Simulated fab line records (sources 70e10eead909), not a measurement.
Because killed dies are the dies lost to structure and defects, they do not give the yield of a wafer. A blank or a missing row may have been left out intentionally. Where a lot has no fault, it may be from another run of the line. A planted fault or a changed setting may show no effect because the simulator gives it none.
Comparing a struck lot with a sound one || flow nand harc || 14 out of 1159 route steps
Sound: these wafers, L796.1, L796.2, L796.4. Struck: wafer L806.1 (left out: L806.5, L806.6 of the same lot, which were not struck); the cause appears at the end.
Each step with rows lists, per side, the tool, then ch with its chambers, then its first start. Under that, the readings that differ: sound wafers || struck wafers || difference of the means || sigmas: that difference in standard deviations of wafers without a fault.
alike: a reading whose means differ by less than 2 such deviations, as well as words and numbers matching on both sides. not compared: withheld readings; readings where some wafer has no value; bounds like >300 that might hide an equal value; numbers whose values overlap and for which the record gives no deviation.
The two part at a step that has a row with sigmas, a row that says differs or no value, or rows on one side only. Numbers that don't overlap but have no deviation are shown without sigmas and don't part them. A reading missing from all wafers of one side parts the sides only when that side holds two or more wafers.

first, 7 steps without rows for these wafers: NHARC_A_BONDPAD_COAT_33 (time 65 s); NHARC_A_BONDPAD_COAT_03 (resist thk 600 nm); NHARC_A_BONDPAD_SOFTBAKE_04 (time 70 s); NHARC_A_BONDPAD_EBR_05; NHARC_A_BONDPAD_EXPOSE_06 (exposes mask A BPAD); NHARC_A_BONDPAD_PEB_07 (peb time 80 s); NHARC_A_BONDPAD_DEVELOP_08 (time 50 s).
NHARC_A_BONDPAD_CD_MEAS_09: target cd 500 nm.
  sound on cd sem-02 ch 0, day 20 08:17; struck on cd sem-02 ch 0, day 23 03:12
  alike: cd nm
NHARC_A_BONDPAD_OVL_MEAS_35:
  sound: overlay-02 at day 20 08:22; struck: overlay-01 at day 23 03:17
  alike: overlay x nm, overlay y nm
then, 1 step without rows for these wafers: NHARC_A_BONDPAD_HARDBAKE_10 (time 65 s).
NHARC_A_BONDPAD_DESCUM_11: chemistry O2, time 3 s.
  sound on rie diel-06 ch 0,1,3, day 20 08:29; struck on rie diel-06 ch 0, day 23 03:25
{"reading": "rf hours counter h (h)", "sound": "1 1 1", "struck": 3, "difference": "+2", "sigmas": ""}
  alike: drypump motor current A, oes product au, rf vpp V, showerhead plenum p Torr, throttle valve pct
NHARC_A_BONDPAD_ETCH_34: etches the open film in N2/H2, target depth 60 nm, overetch 18 nm, time 65.91 s.
  sound on rie diel-06 ch 0,1,3, day 20 08:35; struck on rie diel-06 ch 3, day 23 03:31
{"reading": "rf hours counter h (h)", "sound": "1 1 1", "struck": 3, "difference": "+2", "sigmas": ""}
  alike: drypump motor current A, oes product au, rf fwd power W, rf vpp V, showerhead plenum p Torr, throttle valve pct
NHARC_A_BONDPAD_ETCH_12: etches the open film in CHF3/O2, target depth 220 nm, time 110 s.
  sound on rie diel-06 ch 0,1,2, day 20 08:41; struck on rie diel-06 ch 0, day 23 03:37
{"reading": "oes product au (a.u.)", "sound": "0.973 0.961 0.984", "struck": 0.725, "difference": -0.248, "sigmas": -12}
{"reading": "rf fwd power W (W)", "sound": "498.6 497.7 495.8", "struck": 297.2, "difference": -200.2, "sigmas": "-99 or more"}
{"reading": "rf hours counter h (h)", "sound": "1 1 1", "struck": 3, "difference": "+2", "sigmas": ""}
  alike: drypump motor current A, rf vpp V, showerhead plenum p Torr, throttle valve pct
NHARC_A_BONDPAD_CD_MEAS_13:
  sound: cd sem-01 at day 20 08:49; struck: cd sem-01 at day 23 03:44
  alike: cd nm

## WHERE THEY PART
Only at NHARC_A_BONDPAD_ETCH_12, as far as this record shows. Later steps at which nothing parts them and some readings are alike: NHARC_A_BONDPAD_CD_MEAS_13.

WHY: what the simulator had put in
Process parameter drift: rie diel-06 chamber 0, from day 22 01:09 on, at NHARC_A_BONDPAD_ETCH_12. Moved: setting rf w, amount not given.
